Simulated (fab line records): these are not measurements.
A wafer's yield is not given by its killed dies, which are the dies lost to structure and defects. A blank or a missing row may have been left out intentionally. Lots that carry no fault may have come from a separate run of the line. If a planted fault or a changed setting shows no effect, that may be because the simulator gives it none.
Which tool was responsible? / flow nand harc / Sampling: 8 lots, 24 wafers, 4 of 1159 route steps

## WHAT THE GAUGES READ, wafer by wafer
NHARC_P_ZERO_WELL_CD_MEAS_24 targets a cd of 720 nm.
lot=L331; measured=day 1 20:33; on=cd sem-02; cd nm (nm)=722.4 722.8 723.1
lot=L333; measured=day 2 08:27; on=cd sem-03; cd nm (nm)=721.3 720.3 724.3
lot=L337; measured=day 3 08:20; on=cd sem-01; cd nm (nm)=720.0 722.3 720.3
lot=L339; measured=day 3 20:37; on=cd sem-03; cd nm (nm)=719.0 719.6 719.4
lot=L341; measured=day 4 08:37; on=cd sem-02; cd nm (nm)=724.7 722.3 723.7
lot=L346; measured=day 5 14:28; on=cd sem-03; cd nm (nm)=791.1 790.8 792.7
lot=L351; measured=day 6 20:28; on=cd sem-02; cd nm (nm)=720.8 721.7 720.3
lot=L353; measured=day 7 08:29; on=cd sem-03; cd nm (nm)=722.8 724.4 722.3

## EACH LOT AND THE TOOL THAT RAN IT (in order: tool; ch and the chambers of the sampled wafers; start)
lot=L331; NHARC_P_ZERO_WELL_ETCH_62=rie diel-10 ch 0,1, day 1 19:37 or earlier; NHARC_P_ZERO_WELL_ETCH_63=rie si-01 ch 0,1,3, day 1 19:37; NHARC_P_ZERO_WELL_EXPOSE_21=krf scanner-01 ch 0, day 1 20:23
lot=L333; NHARC_P_ZERO_WELL_ETCH_62=rie diel-06 ch 0,2,3, day 2 07:32 or earlier; NHARC_P_ZERO_WELL_ETCH_63=rie si-03 ch 1,2,3, day 2 07:32; NHARC_P_ZERO_WELL_EXPOSE_21=krf scanner-02 ch 0, day 2 08:18
lot=L337; NHARC_P_ZERO_WELL_ETCH_62=rie diel-06 ch 1,2, day 3 07:32 or earlier; NHARC_P_ZERO_WELL_ETCH_63=rie si-05 ch 2,3, day 3 07:32; NHARC_P_ZERO_WELL_EXPOSE_21=krf scanner-01 ch 0, day 3 08:10
lot=L339; NHARC_P_ZERO_WELL_ETCH_62=rie diel-10 ch 1,2,3, day 3 19:41 or earlier; NHARC_P_ZERO_WELL_ETCH_63=rie si-01 ch 1,2, day 3 19:41; NHARC_P_ZERO_WELL_EXPOSE_21=krf scanner-02 ch 0, day 3 20:28
lot=L341; NHARC_P_ZERO_WELL_ETCH_62=rie diel-11 ch 0,1,3, day 4 07:41 or earlier; NHARC_P_ZERO_WELL_ETCH_63=rie si-01 ch 0,1,3, day 4 07:41; NHARC_P_ZERO_WELL_EXPOSE_21=krf scanner-04 ch 0, day 4 08:28
lot=L346; NHARC_P_ZERO_WELL_ETCH_62=rie diel-11 ch 2,3, day 5 13:41 or earlier; NHARC_P_ZERO_WELL_ETCH_63=rie si-03 ch 0,1,2, day 5 13:41; NHARC_P_ZERO_WELL_EXPOSE_21=krf scanner-04 ch 0, day 5 14:19
lot=L351; NHARC_P_ZERO_WELL_ETCH_62=rie diel-06 ch 2,3, day 6 19:32 or earlier; NHARC_P_ZERO_WELL_ETCH_63=rie si-03 ch 0,1, day 6 19:32; NHARC_P_ZERO_WELL_EXPOSE_21=krf scanner-01 ch 0, day 6 20:19
lot=L353; NHARC_P_ZERO_WELL_ETCH_62=rie diel-10 ch 0,1,2, day 7 07:34 or earlier; NHARC_P_ZERO_WELL_ETCH_63=rie si-03 ch 0,1, day 7 07:34; NHARC_P_ZERO_WELL_EXPOSE_21=krf scanner-02 ch 0, day 7 08:20
- NHARC_P_ZERO_WELL_ETCH_62: etches the open film in CHF3/Ar, target depth 13 nm, time 6.5 s.
- NHARC_P_ZERO_WELL_ETCH_63: etches the open film in HBr/Cl2, target depth 120 nm, time 40.1 s.
- NHARC_P_ZERO_WELL_EXPOSE_21: exposes mask P NWELL, target cd 720 nm.

## THE ANSWER, worked out from the rows above alone
Rule: usual is defined by the lots themselves. The widest of any qualifying gaps counts: lots, ordered by their means at a reading, are off when they make up no more than a third of the lots, leave a main group of 4 or more, and stand apart from it by 3 or more times the standard deviation of that group's means. The tables above print the reading to a certain number of digits; a main group whose means all agree to those digits is not used. Also off: a lot with no number at a reading for which 4 or more lots have one. The other lots that the step has rows for count as sound.
Off: L346 (NHARC_P_ZERO_WELL_CD_MEAS_24, cd nm). For the main group the mean is 721.8 nm and the standard deviation 1.4.
If a tool, at a process step before that reading, ran all the lots that are off and no sound lot after the first of them, it fits. The gauges at NHARC_P_ZERO_WELL_CD_MEAS_24 are tried like those tools. NHARC_P_ZERO_WELL_ETCH_62 gives no start for some lots, so the hours and the order of its lots are those of NHARC_P_ZERO_WELL_ETCH_63. Undecided on this evidence; 2 tools fit (rie diel-11 at NHARC_P_ZERO_WELL_ETCH_62, krf scanner-04 at NHARC_P_ZERO_WELL_EXPOSE_21).

## WHAT WAS PUT IN BY THE SIMULATOR
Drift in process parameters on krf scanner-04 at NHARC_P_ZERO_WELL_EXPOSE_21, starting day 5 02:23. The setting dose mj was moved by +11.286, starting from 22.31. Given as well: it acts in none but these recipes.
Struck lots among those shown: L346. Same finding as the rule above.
